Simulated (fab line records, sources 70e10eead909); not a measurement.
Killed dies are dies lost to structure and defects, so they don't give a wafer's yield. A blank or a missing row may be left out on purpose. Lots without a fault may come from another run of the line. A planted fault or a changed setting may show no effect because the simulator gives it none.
fab line records | flow nand_harc | part 1 of 2: steps 1 to 4 of 6
record lots=24 wafers=72 last_day=34
route steps=1302 shown A_STAIRCASE@743
lots that met no fault: from a run of the same line without faults
start_h: hours from the record's first day to the start of the lot's first wafer shown | wait_h: hours since the lot's step before | " the same as in the row above | L1.1+2: a row that stands for several wafers | - no value, or no start given | * or withheld: withheld | < > ~ a bound
route shown NAME@n: a module of which the file shows steps, and the number in the route of the first | usual: mean/standard deviation of fault-free wafers | same: alike in all rows | chamber/n: place in a boat | sites: the reading at each site | _std_site: their standard deviation | _edge_site: outer sites' mean less inner sites' | radius_mm: how far each site lies from the wafer's centre | mask NAME#n: copy n | behind: the tool/chamber that last shaped the wafer | hold: why the lot was held/for how many hours/how that ended | device: the transistor (n, p or np) that didn't switch | end of line: the same wafers' tests at the end of the route | a step without rows: its recipe alone | killed: dies lost to structure and defects at the first sort, not the wafer's yield | map: a wafer's dies, x killed, . not, _ none there
set.NAME: the setting as run; set.NAME@STEP: as run at that earlier step | model.NAME: the simulator's own value behind a step, which no gauge read
steps of the route over a sample of lots; a table a step, a row a wafer
services: from which hour (start_h, from the record's first day; less than 0 if before it) a tool's chamber was out of use, for how many hours, and why
## steps
# step NHARC_A_STAIRCASE_TRIM_229
# recipe time_s=211.2 o2_flow_sccm=500 ar_flow_sccm=0 bias_w=0 chemistry=O2
# usual drypump_motor_current_A=5.6/0.43 oes_product_au=0.999/0.01 rf_vpp_V=57.7/0.88 showerhead_plenum_p_Torr=3.45/0.13 throttle_valve_pct=17.036/0.0091
# columns lot.wafer tool chamber start_h wait_h drypump_motor_current_A oes_product_au rf_hours_counter_h rf_vpp_V showerhead_plenum_p_Torr throttle_valve_pct
L074.1 rie_diel-03 0 371.15 0.1 6.1 0.972 24 58.0 3.55 17.034
L074.2 " 2 " " 5.5 0.990 22 56.7 3.53 17.057
L074.4 " 3 " " 5.1 0.991 20 58.0 3.47 17.030
L076.4 rie_diel-02 1 383.24 0.1 6.2 0.983 52 58.5 3.78 17.037
L076.5 " 3 " " 5.2 1.007 - 59.7 3.45 17.030
L076.6 " 0 " " 5.2 0.984 - 57.7 3.56 17.025
L075.3 rie_diel-02 2 383.56 0.1 4.9 1.004 51 57.4 3.52 17.041
L075.5 " 2 " " 4.9 0.997 - 57.7 3.52 17.035
L075.6 " 3 " " 5.3 1.009 - 56.1 3.45 17.022
L077.2 rie_diel-11 2 393.07 0.1 5.3 1.000 48 57.9 3.40 17.023
L077.1 " 3 " " 5.9 0.984 42 57.9 3.37 17.043
L077.3 " 0 " " 6.4 0.992 38 56.8 3.45 17.037
L078.1 rie_diel-11 1 413.56 0.1 5.6 1.005 51 57.1 3.29 17.057
L078.4 " 2 " " 5.3 1.001 55 56.9 3.40 17.027
L078.2 " 0 " " 6.3 0.993 47 58.3 3.45 17.043
L079.2 rie_diel-11 3 423.03 0.1 5.9 0.986 52 57.4 3.37 17.030
L079.6 " 3 " " 5.9 0.999 - 58.1 3.37 17.020
L079.5 " 0 " " 6.4 0.997 - 57.2 3.45 17.040
L080.3 rie_diel-11 1 444.55 0.1 5.7 1.009 1 57.2 3.29 17.019
L080.4 " 2 " " 5.3 1.001 - 57.7 3.39 17.027
L080.5 " 1 " " 5.6 1.008 - 57.0 3.29 17.044
L081.3 rie_diel-02 3 449.77 0.1 5.2 1.000 11 58.2 3.44 17.034
L081.1 " 1 " " 6.2 0.992 10 58.7 3.77 17.028
L081.5 " 2 " " 5.0 0.993 - 57.4 3.51 17.034
L084.2 rie_diel-11 3 461.69 0.1 5.8 1.013 9 58.0 3.36 17.039
L084.5 " 3 " " 5.9 1.007 - 56.8 3.36 17.043
L084.6 " 0 " " 6.3 1.000 - 57.0 3.44 17.028
L082.1 rie_diel-02 1 462.06 0.1 6.2 0.988 17 58.2 3.77 17.042
L082.4 " 2 " " 5.0 1.004 16 57.5 3.51 17.038
L082.5 " 0 " " 5.2 0.997 - 57.3 3.55 17.039
L083.3 rie_diel-11 0 468.80 0.1 6.2 0.988 5 57.0 3.44 17.039
L083.2 " 2 " " 5.3 1.008 11 56.8 3.39 17.038
L083.4 " 3 " " 5.9 1.009 11 57.2 3.36 17.042
L086.2 rie_diel-02 3 480.85 0.1 5.2 0.996 24 57.7 3.43 17.044
L086.1 " 1 " " 6.2 0.988 26 58.5 3.76 17.025
L086.5 " 3 " " 5.2 1.005 - 56.3 3.43 17.037
L087.1 rie_diel-11 3 486.73 0.1 5.9 1.005 17 57.0 3.36 17.025
L087.6 " 0 " " 6.4 0.992 - 57.8 3.44 17.053
L087.4 " 1 " " 5.6 1.022 - 56.5 3.28 17.041
L085.1 rie_diel-02 2 487.19 0.1 4.9 0.998 26 57.5 3.50 17.050
L085.2 " 3 " " 5.2 0.996 26 57.5 3.43 17.028
L085.4 " 0 " " 5.2 1.007 27 56.8 3.55 17.026
L088.4 rie_diel-03 0 521.73 0.1 6.1 0.976 20 57.9 3.52 17.044
L088.5 " 2 " " 5.5 0.998 - 59.1 3.50 17.045
L088.6 " 3 " " 5.1 1.004 - 57.6 3.44 17.008
L089.3 rie_diel-11 1 524.53 0.1 5.6 1.005 25 56.5 3.28 17.031
L089.6 " 3 " " 5.9 0.994 - 58.3 3.35 17.033
L089.4 " 1 " " 5.6 1.014 - 56.4 3.28 17.033
L091.3 rie_diel-11 2 529.48 0.2 5.3 0.995 22 57.8 3.38 17.025
L091.2 " 3 " " 5.9 1.010 25 57.4 3.35 17.032
L091.1 " 1 " " 5.6 1.016 26 57.0 3.28 17.030
L090.1 rie_diel-03 0 536.21 0.1 6.1 0.990 26 58.6 3.52 17.040
L090.2 " 2 " " 5.5 1.001 27 57.2 3.50 17.032
L090.6 " 1 " " 5.8 0.986 - 59.0 3.79 17.033
L092.1 rie_diel-02 2 542.32 0.1 5.0 0.999 45 58.0 3.49 17.034
L092.4 " 3 " " 5.2 0.999 49 58.3 3.42 17.027
L092.5 " 1 " " 6.2 0.984 - 59.3 3.75 17.040
L093.3 rie_diel-03 2 564.08 0.1 5.5 1.004 36 58.4 3.49 17.038
L093.2 " 0 " " 6.1 0.983 34 58.3 3.51 17.038
L093.4 " 1 " " 5.8 0.991 37 58.7 3.79 17.042
L094.3 rie_diel-02 1 569.28 0.1 6.2 0.992 53 57.7 3.75 17.029
L094.2 " 3 " " 5.2 0.997 56 57.9 3.41 17.046
L094.5 " 1 " " 6.2 0.987 - 59.5 3.75 17.018
L096.2 rie_diel-11 1 578.99 0.1 5.6 1.004 48 58.1 3.26 17.043
L096.4 " 3 " " 5.9 1.007 44 56.9 3.34 17.044
L096.5 " 0 " " 6.4 1.002 - 57.7 3.43 17.029
L095.3 rie_diel-11 2 579.39 0.2 5.3 1.007 42 57.1 3.37 17.024
L095.1 " 0 " " 6.3 1.006 27 57.4 3.43 17.042
L095.6 " 0 " " 6.3 0.999 - 56.9 3.43 17.042
L097.1 rie_diel-11 0 592.66 0.1 6.4 0.995 35 57.7 3.43 17.031
L097.3 " 2 " " 5.3 1.003 51 57.5 3.37 17.041
L097.4 " 3 " " 5.8 0.986 48 59.0 3.34 17.035
# step NHARC_A_STAIRCASE_HM_DEP_459
# recipe target_thk_a=15000 temp_c=400 material=aC
# usual throttle_valve_pct=35.001/0.0085
# columns lot.wafer tool chamber start_h wait_h throttle_valve_pct
L074.1 acl_dep-03 0 386.20 0.3 34.989
L074.2 " 0 " " 35.006
L074.4 " 0 " " 34.985
L076.4 acl_dep-01 0 395.82 2.0 34.995
L076.5 " 0 " " 35.000
L076.6 " 0 " " 35.005
L075.3 acl_dep-02 0 396.18 0.7 35.009
L075.5 " 0 " " 35.002
L075.6 " 0 " " 35.004
L077.1 acl_dep-02 0 407.07 0.1 35.006
L077.2 " 0 " " 35.004
L077.3 " 0 " " 34.988
L078.1 acl_dep-03 0 424.51 0.1 35.007
L078.2 " 0 " " 35.004
L078.4 " 0 " " 34.990
L079.2 acl_dep-03 0 434.14 1.7 35.001
L079.5 " 0 " " 35.016
L079.6 " 0 " " 34.999
L080.3 acl_dep-01 0 455.63 1.4 35.000
L080.4 " 0 " " 35.000
L080.5 " 0 " " 34.984
L081.1 acl_dep-03 0 462.08 1.6 34.999
L081.3 " 0 " " 34.998
L081.5 " 0 " " 35.010
L084.2 acl_dep-02 0 475.61 0.8 34.989
L084.5 " 0 " " 35.001
L084.6 " 0 " " 35.000
L082.1 acl_dep-01 0 475.83 0.4 35.011
L082.4 " 0 " " 34.989
L082.5 " 0 " " 35.009
L083.2 acl_dep-01 0 480.18 0.4 35.004
L083.3 " 0 " " 35.004
L083.4 " 0 " " 35.009
L086.1 acl_dep-01 0 491.75 1.4 35.001
L086.2 " 0 " " 34.989
L086.5 " 0 " " 34.992
L087.1 acl_dep-02 0 497.91 0.1 34.995
L087.4 " 0 " " 34.997
L087.6 " 0 " " 34.995
L085.1 acl_dep-02 0 499.76 0.3 35.021
L085.2 " 0 " " 34.986
L085.4 " 0 " " 35.000
L088.4 acl_dep-03 0 533.87 1.0 34.985
L088.5 " 0 " " 35.002
L088.6 " 0 " " 35.007
L089.3 acl_dep-03 0 535.41 0.9 35.002
L089.4 " 0 " " 34.998
L089.6 " 0 " " 34.995
L091.1 acl_dep-01 0 543.92 1.6 35.012
L091.2 " 0 " " 34.987
L091.3 " 0 " " 35.023
L090.1 acl_dep-01 0 549.47 1.4 35.007
L090.2 " 0 " " 34.987
L090.6 " 0 551.02 2.9 34.993
L092.1 acl_dep-03 0 554.13 0.1 34.982
L092.4 " 0 " " 34.997
L092.5 " 0 " " 35.013
L093.2 acl_dep-03 0 574.03 0.4 35.011
L093.3 " 0 " " 35.005
L093.4 " 0 " " 34.991
L094.2 acl_dep-03 0 581.86 2.9 35.007
L094.3 " 0 " " 34.994
L094.5 " 0 " " 34.989
L096.2 acl_dep-03 0 593.85 0.8 34.994
L096.4 " 0 " " 35.002
L096.5 " 0 " " 34.994
L095.1 acl_dep-03 0 595.39 2.2 34.997
L095.3 " 0 " " 34.996
L095.6 " 0 " " 35.001
L097.1 acl_dep-03 0 610.19 4.2 35.000
L097.3 " 0 " " 34.998
L097.4 " 0 " " 35.000
# step NHARC_A_STAIRCASE_DESCUM_291
# recipe time_s=3 o2_flow_sccm=200 ar_flow_sccm=0 bias_power_w=0 chemistry=O2
# usual drypump_motor_current_A=5.6/0.42 oes_product_au=0.998/0.0098 rf_vpp_V=57.6/0.92 showerhead_plenum_p_Torr=1.86/0.073 throttle_valve_pct=11.312/0.0081
# columns lot.wafer tool chamber start_h wait_h drypump_motor_current_A oes_product_au rf_hours_counter_h rf_vpp_V showerhead_plenum_p_Torr throttle_valve_pct
L074.4 rie_diel-11 2 388.93 - 5.3 1.002 47 57.3 1.84 11.301
L074.2 " 3 " " 5.9 0.984 41 57.1 1.82 11.311
L074.1 " 0 " " 6.3 0.993 37 56.4 1.87 11.312
L076.4 rie_diel-11 1 397.77 - 5.6 0.994 46 57.6 1.78 11.320
L076.6 " 2 " " 5.3 1.008 - 56.8 1.84 11.317
L076.5 " 3 " " 5.9 1.000 - 57.7 1.82 11.301
L075.3 rie_diel-11 2 400.47 - 5.3 1.004 50 57.9 1.84 11.323
L075.6 " 1 " " 5.6 0.999 - 58.9 1.78 11.315
L075.5 " 2 " " 5.3 1.007 - 57.8 1.84 11.321
L077.2 rie_diel-03 0 409.92 - 6.1 0.981 34 57.3 1.92 11.313
L077.3 " 1 " " 5.7 0.990 31 57.1 1.76 11.294
L077.1 " 2 " " 5.5 0.990 34 57.7 1.91 11.298
L078.1 rie_diel-03 2 427.23 - 5.5 0.997 38 58.1 1.91 11.308
L078.2 " 3 " " 5.1 1.002 38 57.4 1.87 11.323
L078.4 " 0 " " 6.1 0.973 40 57.9 1.92 11.314
L079.2 rie_diel-03 0 436.67 - 6.1 0.972 44 58.3 1.92 11.308
L079.5 " 3 " " 5.1 0.995 - 56.1 1.87 11.315
L079.6 " 0 " " 6.1 0.986 - 59.0 1.92 11.289
L080.3 rie_diel-11 0 457.80 - 6.3 1.008 0 58.2 1.87 11.322
L080.4 " 1 " " 5.6 1.017 6 57.4 1.77 11.300
L080.5 " 0 " " 6.3 1.004 - 58.0 1.86 11.323
L081.3 rie_diel-02 0 464.93 - 5.2 1.001 19 57.7 1.93 11.309
L081.1 " 1 " " 6.2 0.996 19 57.5 2.05 11.308
L081.5 " 2 " " 4.9 0.995 - 57.6 1.90 11.319
L084.2 rie_diel-02 2 478.13 - 4.9 1.003 23 57.7 1.90 11.312
L084.5 " 3 " " 5.2 0.986 - 58.1 1.86 11.311
L084.6 " 0 " " 5.3 1.005 - 58.6 1.93 11.299
L082.1 rie_diel-02 2 478.67 - 4.9 0.992 23 59.6 1.90 11.304
L082.4 " 3 " " 5.2 0.997 22 58.3 1.86 11.306
L082.5 " 2 " " 5.0 0.988 - 57.2 1.90 11.314
L083.2 rie_diel-03 3 482.74 - 5.1 0.997 6 56.6 1.87 11.321
L083.3 " 0 " " 6.1 0.977 8 56.7 1.91 11.320
L083.4 " 2 " " 5.5 1.005 6 58.4 1.90 11.335
L086.2 rie_diel-03 3 494.63 - 5.1 0.990 11 57.8 1.87 11.321
L086.1 " 2 " " 5.5 0.992 11 58.0 1.90 11.313
L086.5 " 0 " " 6.1 0.983 - 57.6 1.91 11.303
L087.4 rie_diel-02 3 500.81 - 5.2 1.002 29 57.3 1.86 11.317
L087.1 " 2 " " 5.0 1.000 29 58.2 1.90 11.324
L087.6 " 3 " " 5.2 1.002 - 57.6 1.86 11.303
L085.4 rie_diel-11 3 502.62 - 5.9 1.002 19 58.7 1.81 11.308
L085.2 " 1 " " 5.6 1.011 21 56.9 1.77 11.309
L085.1 " 2 " " 5.3 1.003 16 57.3 1.83 11.309
L088.5 rie_diel-11 1 535.85 - 5.6 1.015 - 57.2 1.77 11.310
L088.6 " 2 " " 5.3 0.993 - 58.6 1.83 11.306
L088.4 " 3 " " 5.8 1.006 - 55.5 1.81 11.311
L089.3 rie_diel-03 3 537.66 - 5.1 1.003 25 58.5 1.86 11.305
L089.4 " 0 " " 6.1 0.979 27 56.8 1.91 11.313
L089.6 " 2 " " 5.5 0.999 - 57.0 1.89 11.311
L091.2 rie_diel-03 3 546.77 - 5.1 1.005 28 57.1 1.86 11.304
L091.3 " 0 " " 6.1 0.983 29 57.5 1.91 11.308
L091.1 " 1 " " 5.8 0.989 31 60.0 2.07 11.316
L090.1 rie_diel-11 3 552.51 - 5.9 1.010 37 57.4 1.81 11.306
L090.2 " 2 " " 5.3 1.004 34 57.9 1.82 11.307
L090.6 " 2 " " 5.3 1.004 - 58.2 1.82 11.316
L092.1 rie_diel-02 3 556.97 - 5.2 1.004 53 57.6 1.85 11.310
L092.4 " 0 " " 5.2 0.995 54 57.4 1.92 11.324
L092.5 " 0 " " 5.2 1.007 - 59.3 1.92 11.312
L093.3 rie_diel-11 0 576.65 - 6.3 0.991 25 58.0 1.86 11.313
L093.4 " 1 " " 5.6 0.999 47 56.6 1.76 11.330
L093.2 " 2 " " 5.3 1.000 40 56.8 1.82 11.302
L094.3 rie_diel-11 0 587.35 - 6.3 0.999 32 58.9 1.85 11.318
L094.2 " 1 " " 5.6 1.008 54 57.5 1.76 11.302
L094.5 " 3 " " 5.8 0.999 - 57.2 1.81 11.316
L096.2 rie_diel-11 3 598.15 - 5.8 1.005 52 57.3 1.80 11.303
L096.4 " 0 " " 6.3 1.005 38 57.9 1.85 11.307
L096.5 " 3 " " 5.9 0.998 - 57.3 1.80 11.308
L095.1 rie_diel-11 3 598.32 - 5.8 0.988 52 57.8 1.80 11.309
L095.3 " 1 " " 5.6 1.018 60 56.4 1.76 11.315
L095.6 " 2 " " 5.3 1.001 - 57.6 1.82 11.305
L097.3 rie_diel-02 2 613.38 - 4.9 1.007 18 58.7 1.88 11.310
L097.1 " 3 " " 5.2 1.010 20 57.8 1.84 11.307
L097.4 " 1 " " 6.2 0.989 18 59.3 2.03 11.330
# step NHARC_A_STAIRCASE_HM_OPEN_460
# recipe o2_flow_sccm=400 cos_flow_sccm=20 ar_flow_sccm=0 rf_w=500 bias_w=300 chemistry=O2/COS
# usual drypump_motor_current_A=5.6/0.41 oes_product_au=0.996/0.011 rf_vpp_V=465.6/2.7 showerhead_plenum_p_Torr=3.05/0.12 throttle_valve_pct=28.330/0.0087
# columns lot.wafer tool chamber start_h wait_h drypump_motor_current_A oes_product_au rf_hours_counter_h rf_vpp_V showerhead_plenum_p_Torr throttle_valve_pct
L074.2 rie_diel-11 3 - - 5.8 0.985 41 462.8 2.98 28.335
L074.4 " 0 " " 6.4 1.000 37 465.7 3.05 28.323
L074.1 " 1 " " 5.6 1.001 43 462.5 2.91 28.321
L076.4 rie_diel-11 0 - - 6.3 0.994 39 464.7 3.05 28.329
L076.6 " 1 " " 5.6 1.003 - 462.6 2.91 28.327
L076.5 " 2 " " 5.3 1.002 - 462.3 3.01 28.340
L075.3 rie_diel-11 0 - - 6.3 1.001 44 465.7 3.05 28.326
L075.5 " 2 " " 5.3 1.005 - 463.7 3.00 28.338
L075.6 " 3 " " 5.8 0.979 - 464.4 2.98 28.334
L077.2 rie_diel-03 1 - - 5.8 0.984 31 463.4 2.89 28.327
L077.1 " 2 " " 5.5 0.979 34 466.0 3.11 28.336
L077.3 " 3 " " 5.1 1.005 33 466.5 3.06 28.334
L078.1 rie_diel-03 1 - - 5.8 0.981 36 461.9 2.89 28.331
L078.2 " 2 " " 5.5 0.988 38 467.7 3.11 28.336
L078.4 " 3 " " 5.1 0.999 38 468.4 3.06 28.335
L079.2 rie_diel-03 1 - - 5.8 0.981 41 462.9 2.89 28.328
L079.6 " 2 " " 5.5 0.985 - 467.8 3.11 28.318
L079.5 " 3 " " 5.1 1.004 - 467.0 3.06 28.328
L080.4 rie_diel-11 1 - - 5.6 1.011 7 462.4 2.90 28.333
L080.3 " 2 " " 5.3 1.010 7 463.6 3.00 28.318
L080.5 " 3 " " 5.9 1.002 - 463.5 2.97 28.322
L081.3 rie_diel-02 0 - - 5.2 0.992 19 466.5 3.14 28.338
L081.1 " 2 " " 4.9 0.985 18 467.1 3.10 28.338
L081.5 " 1 " " 6.2 0.979 - 472.8 3.33 28.323
L084.2 rie_diel-02 2 - - 4.9 0.993 23 468.1 3.10 28.354
L084.6 " 1 " " 6.2 0.989 - 470.8 3.33 28.343
L084.5 " 2 " " 5.0 1.000 - 466.3 3.10 28.340
L082.4 rie_diel-02 0 - - 5.2 0.999 24 469.0 3.14 28.327
L082.1 " 1 " " 6.2 0.984 25 471.3 3.33 28.329
L082.5 " 1 " " 6.2 0.984 - 470.7 3.33 28.324
L083.3 rie_diel-03 0 - - 6.1 0.980 8 466.9 3.12 28.343
L083.2 " 1 " " 5.7 0.986 8 472.7 3.37 28.315
L083.4 " 2 " " 5.5 0.996 6 468.2 3.10 28.330
L086.1 rie_diel-03 3 - - 5.1 0.999 11 464.9 3.05 28.345
L086.2 " 0 " " 6.0 0.972 14 466.2 3.12 28.341
L086.5 " 2 " " 5.5 0.993 - 465.7 3.10 28.313
L087.1 rie_diel-02 2 - - 5.0 1.004 29 467.2 3.10 28.329
L087.4 " 3 " " 5.3 1.016 29 465.2 3.03 28.321
L087.6 " 0 " " 5.2 1.002 - 468.1 3.14 28.334
L085.4 rie_diel-11 3 - - 5.9 1.014 20 464.8 2.97 28.321
L085.1 " 0 " " 6.4 0.992 15 465.4 3.04 28.331
L085.2 " 2 " " 5.3 1.008 16 463.5 2.99 28.335
L088.5 rie_diel-11 1 - - 5.6 1.009 - 462.9 2.89 28.325
L088.4 " 2 " " 5.3 0.996 - 464.8 2.99 28.326
L088.6 " 3 " " 5.9 0.997 - 464.3 2.96 28.317
L089.3 rie_diel-03 0 - - 6.1 0.984 27 467.5 3.11 28.328
L089.4 " 1 " " 5.8 0.997 29 472.0 3.36 28.322
L089.6 " 3 " " 5.1 0.997 - 465.0 3.04 28.327
L091.3 rie_diel-03 2 - - 5.5 0.996 30 466.5 3.09 28.333
L091.2 " 3 " " 5.1 1.002 28 464.3 3.04 28.331
L091.1 " 0 " " 6.1 0.980 29 466.9 3.11 28.337
L090.1 rie_diel-11 3 - - 5.8 0.997 37 464.4 2.96 28.335
L090.2 " 1 " " 5.6 1.003 41 461.7 2.89 28.350
L090.6 " 3 " " 5.8 0.998 - 463.0 2.96 28.312
L092.4 rie_diel-02 3 - - 5.2 1.007 53 465.0 3.02 28.333
L092.1 " 0 " " 5.2 0.998 54 467.1 3.13 28.323
L092.5 " 0 " " 5.2 0.998 - 467.0 3.13 28.324
L093.3 rie_diel-11 3 - - 5.9 1.000 42 464.1 2.96 28.326
L093.2 " 1 " " 5.7 1.007 47 462.7 2.89 28.323
L093.4 " 2 " " 5.3 1.004 40 462.8 2.98 28.323
L094.2 rie_diel-11 0 - - 6.3 1.014 32 466.3 3.03 28.337
L094.3 " 2 " " 5.3 1.021 47 464.8 2.98 28.334
L094.5 " 0 " " 6.3 1.003 - 466.7 3.03 28.315
L096.2 rie_diel-11 1 - - 5.6 1.014 60 462.3 2.88 28.337
L096.4 " 3 " " 5.8 0.988 52 462.4 2.95 28.345
L096.5 " 1 " " 5.6 1.015 - 461.9 2.88 28.325
L095.3 rie_diel-11 1 - - 5.6 1.021 60 462.7 2.88 28.334
L095.1 " 2 " " 5.3 0.995 55 463.5 2.97 28.316
L095.6 " 1 " " 5.6 1.009 - 461.4 2.88 28.318
L097.1 rie_diel-02 3 - - 5.2 1.003 20 465.2 3.01 28.335
L097.3 " 0 " " 5.2 1.002 21 467.1 3.11 28.335
L097.4 " 1 " " 6.2 0.983 19 470.1 3.31 28.336
